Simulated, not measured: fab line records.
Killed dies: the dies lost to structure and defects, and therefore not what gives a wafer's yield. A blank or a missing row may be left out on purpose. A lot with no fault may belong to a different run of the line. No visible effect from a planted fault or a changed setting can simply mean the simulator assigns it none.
Which tool was responsible? | flow n5 finfet | Sampling: 12 lots, 36 wafers, 6 of 1938 route steps

## WHAT THE GAUGES SHOWED, per wafer
N5_DUMMY_GATE_OVL_MEAS_16.
lot  | measured    | on         | GATE_OVL (nm)
L075 | day 3 05:58 | overlay-02 | -0.8 -0.5 -1.4
L077 | day 3 18:17 | overlay-02 | -0.5 0.0 -1.4
L079 | day 4 04:47 | overlay-02 | -0.9 -1.3 -1.1
L081 | day 4 16:35 | overlay-01 | 0.1 0.3 -0.2
L083 | day 5 09:40 | overlay-01 | -0.2 0.8 -0.3
L085 | day 5 21:17 | overlay-01 | -0.3 0.3 -0.7
L087 | day 6 06:41 | overlay-01 | -1.4 -0.2 -1.2
L089 | day 6 21:15 | overlay-01 | -0.8 -0.5 -0.4
L091 | day 7 08:10 | overlay-02 | 0.4 0.6 0.5
L093 | day 7 21:13 | overlay-01 | -0.1 1.0 1.2
L095 | day 8 05:07 | overlay-01 | 0.0 0.8 0.7
L097 | day 8 16:02 | overlay-01 | -0.2 0.0 -0.2

## EACH LOT AND THE TOOL THAT RAN IT (in order: tool; ch and the chambers of the sampled wafers; start)
lot  | N5_FIN_SAQP_ETCH_69               | N5_FIN_SAQP_MANDREL2_REMOVE_60  | N5_FIN_CUT_ETCH_30                | N5_STI_FIN_REVEAL_ALD_00         | N5_DUMMY_GATE_ALD_02
L075 | rie diel-06 ch 1,2,3, day 2 07:34 | rie si-02 ch 0,2,3, day 2 08:18 | rie diel-04 ch 0,2, day 2 09:41   | ald sin-02 ch 1,2,3, day 2 10:40 | ald sin-01 ch 1,2,3, day 2 20:25
L077 | rie diel-06 ch 0,1,3, day 2 20:58 | rie si-02 ch 2,3, day 2 21:58   | rie diel-03 ch 0,1, day 2 23:20   | ald sin-04 ch 0,1,3, day 3 00:15 | ald sin-04 ch 1,3, day 3 09:44
L079 | rie diel-01 ch 0,3, day 3 08:20   | rie si-02 ch 0,1, day 3 09:09   | rie diel-05 ch 0,1, day 3 10:29   | ald sin-02 ch 0,1, day 3 11:26   | ald sin-01 ch 1,2, day 3 20:22
L081 | rie diel-01 ch 0,1, day 3 19:47   | rie si-03 ch 1,3, day 3 20:30   | rie diel-05 ch 0,2,3, day 3 22:04 | ald sin-04 ch 1,2, day 3 22:59   | ald sin-02 ch 1,3, day 4 08:01
L083 | rie diel-06 ch 1,2, day 4 09:04   | rie si-04 ch 0,2,3, day 4 10:09 | rie diel-05 ch 0,1,2, day 4 11:34 | ald sin-03 ch 0,1, day 4 13:23   | ald sin-02 ch 0,1,3, day 4 23:19
L085 | rie diel-06 ch 0,2,3, day 4 22:43 | rie si-04 ch 1,2, day 4 23:25   | rie diel-04 ch 0,3, day 5 00:46   | ald sin-02 ch 1,2, day 5 03:10   | ald sin-02 ch 1,2, day 5 12:52
L087 | rie diel-06 ch 1,2,3, day 5 07:58 | rie si-04 ch 1,3, day 5 08:41   | rie diel-05 ch 0,2,3, day 5 09:50 | ald sin-02 ch 0,1,2, day 5 10:45 | ald sin-04 ch 0,2,3, day 5 20:24
L089 | rie diel-02 ch 1,2,3, day 5 21:16 | rie si-03 ch 0,3, day 5 22:17   | rie diel-03 ch 1,2,3, day 5 23:28 | ald sin-03 ch 1,2, day 6 00:22   | ald sin-04 ch 0,1,3, day 6 10:43
L091 | rie diel-02 ch 1,2,3, day 6 09:36 | rie si-02 ch 0,2,3, day 6 11:24 | rie diel-04 ch 1,2,3, day 6 12:42 | ald sin-04 ch 0,1,3, day 6 13:39 | ald sin-01 ch 1,2, day 6 23:43
L093 | rie diel-06 ch 0,2,3, day 6 21:00 | rie si-04 ch 0,1, day 6 21:43   | rie diel-03 ch 0,1,2, day 6 23:00 | ald sin-04 ch 1,2, day 7 00:01   | ald sin-01 ch 0,2,3, day 7 09:01
L095 | rie diel-06 ch 0,3, day 7 06:40   | rie si-04 ch 0,2,3, day 7 07:37 | rie diel-05 ch 0,1, day 7 09:27   | ald sin-03 ch 0,1,3, day 7 10:23 | ald sin-04 ch 1,2, day 7 20:00
L097 | rie diel-01 ch 1,3, day 7 18:45   | rie si-03 ch 0,1,3, day 7 19:58 | rie diel-05 ch 1,2, day 7 21:08   | ald sin-04 ch 0,1,2, day 7 22:03 | ald sin-01 ch 1,2,3, day 8 07:30
- N5_FIN_SAQP_ETCH_69: etches SOC in N2/H2, stops on SiNx, target depth 150 nm.
- N5_FIN_SAQP_MANDREL2_REMOVE_60: chemistry HBr/Cl2/O2, target a-Si, stops on SiNx, bt time 10 s.
- N5_FIN_CUT_ETCH_30: etches underlayer in N2/H2, target depth 13 nm, time 10.4 s.
- N5_STI_FIN_REVEAL_ALD_00: deposits SiO2, target thk 1 nm, pulse time 1 s.
- N5_DUMMY_GATE_ALD_02: deposits SiO2, target thk 2 nm, pulse time 1 s.

## THE ANSWER, worked out from the rows above alone
Rule: the lots themselves supply what counts as usual. Put in order of their means at a reading, lots are off if they are a third of the lots or fewer, leave a main group of 4 or more, and stand apart from it by a gap of 3 or more times the standard deviation of the main group's means; of several such gaps the widest counts. A main group whose means are all the same, to the digits that the tables above print for the reading, isn't used. Also off: a lot with no number at a reading for which 4 or more lots have one. Any other lot the step has rows for is counted as sound.
Across all readings shown, no lot is off: no conclusion can be drawn from this.

## WHAT THE SIMULATOR HAD PUT IN
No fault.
